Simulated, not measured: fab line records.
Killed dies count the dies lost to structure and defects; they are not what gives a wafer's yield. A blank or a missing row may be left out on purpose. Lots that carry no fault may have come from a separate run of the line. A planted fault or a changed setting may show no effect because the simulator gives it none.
Lot-split experiment	flow n5-finfet	on a route of 1938 steps: 7 lots, 21 wafers read

ON THE SPLIT
At N5_BEOL_M13_EXPOSE_25 (exposes mask M13, target cd 210 nm), the setting dose-mj was moved away from the recipe's 22 on 9 of the 21 wafers read, by -6.4% to +5.7%. This setting was run at the recipe's value on the other wafers.

FROM THE SPLIT TO THE READING: what the file shows between them, 3 steps
- N5_BEOL_M13_PEB_26: peb time 90 s
- N5_BEOL_M13_DEVELOP_27: develop time 45 s
- N5_BEOL_M13_HARDBAKE_32: time 120 s

THE READING
cd-nm at N5_BEOL_M13_CD_MEAS_28, given in nm (cd target 209.5 nm). A value of 210.0 nm with a standard deviation of 1.2 nm is what fault-free wafers of this fab line usually give.

wafer	tool, chamber at the split	dose-mj as run	against the recipe	cd-nm, nm	against lot-mates on the recipe
L074.1	krf-scanner-02, 0	22.88	+4.0%	211.4	+2.5
L074.3	krf-scanner-02, 0	22	recipe	208.4	-
L074.6	krf-scanner-02, 0	22	recipe	209.3	-
L080.1	krf-scanner-01, 0	20.59	-6.4%	203.8	-6.0
L080.2	krf-scanner-01, 0	20.59	-6.4%	204.0	-5.8
L080.6	krf-scanner-01, 0	22	recipe	209.8	-
L087.2	krf-scanner-01, 0	21.55	-2.0%	207.6	-1.8
L087.4	krf-scanner-01, 0	21.55	-2.0%	207.6	-1.8
L087.5	krf-scanner-01, 0	22	recipe	209.4	-
L090.1	krf-scanner-01, 0	22	recipe	211.8	-
L090.3	krf-scanner-01, 0	22	recipe	210.6	-
L090.6	krf-scanner-01, 0	22	recipe	210.0	-
L088.2	krf-scanner-02, 0	22	recipe	209.0	-
L088.5	krf-scanner-02, 0	22	recipe	209.9	-
L088.6	krf-scanner-02, 0	22	recipe	208.5	-
L095.3	krf-scanner-01, 0	22.78	+3.5%	214.0	+3.1
L095.4	krf-scanner-01, 0	22	recipe	210.9	-
L095.6	krf-scanner-01, 0	22.78	+3.5%	213.6	+2.7
L093.1	krf-scanner-01, 0	23.25	+5.7%	214.7	+5.9
L093.4	krf-scanner-01, 0	23.25	+5.7%	215.0	+6.2
L093.6	krf-scanner-01, 0	22	recipe	208.8	-

FIT RESULTS
A straight line over all 21 wafers: cd-nm changes by +0.905 nm for each +1% of dose-mj; r = +0.95; the points scatter about the line by 0.95 nm.
The same after taking each lot's own level away (the mean of its wafers on the recipe; 21 wafers): +0.93 nm for each +1%; r = +0.98; scatter 0.57 nm.
On that fit, the largest move of dose-mj shifts the reading by 6 nm.
Across the lots, their own levels run from 208.80 to 210.90 nm, a range of 1.7 times the standard deviation given above.
The two slopes are in agreement: the lot-to-lot level therefore moves the slope only a little.
Check: with one of the wafers moved furthest among these (-6.4%) left out of the fit, the line predicts -5.95 nm for it against its lot-mates. It came out at -6 nm against them.

THE WHOLE CHAIN: every reading that the file lists as answering this split, in the file's order
step	what it does	reading	change (the file's fit)	r (the file's)
N5_BEOL_M13_CD_MEAS_28	target cd 209.5 nm	cd-nm	+0.911 nm for each +1% of the setting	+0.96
N5_BEOL_M13_DESCUM_33	chemistry O2, time 7.9 s	BEOL_M13.cd-nm (the simulator's own value, which no gauge read)	+0.926 nm for each +1% of the setting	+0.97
N5_BEOL_M13_ETCH_67	etches SiARC in CF4, target depth 143 nm, time 238.3 s	BEOL_M13.cd-nm (the simulator's own value, which no gauge read)	+0.914 nm for each +1% of the setting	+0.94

FILE'S OWN FIT
cd-nm changes by +0.911 nm for each +1% of dose-mj, r = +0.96.
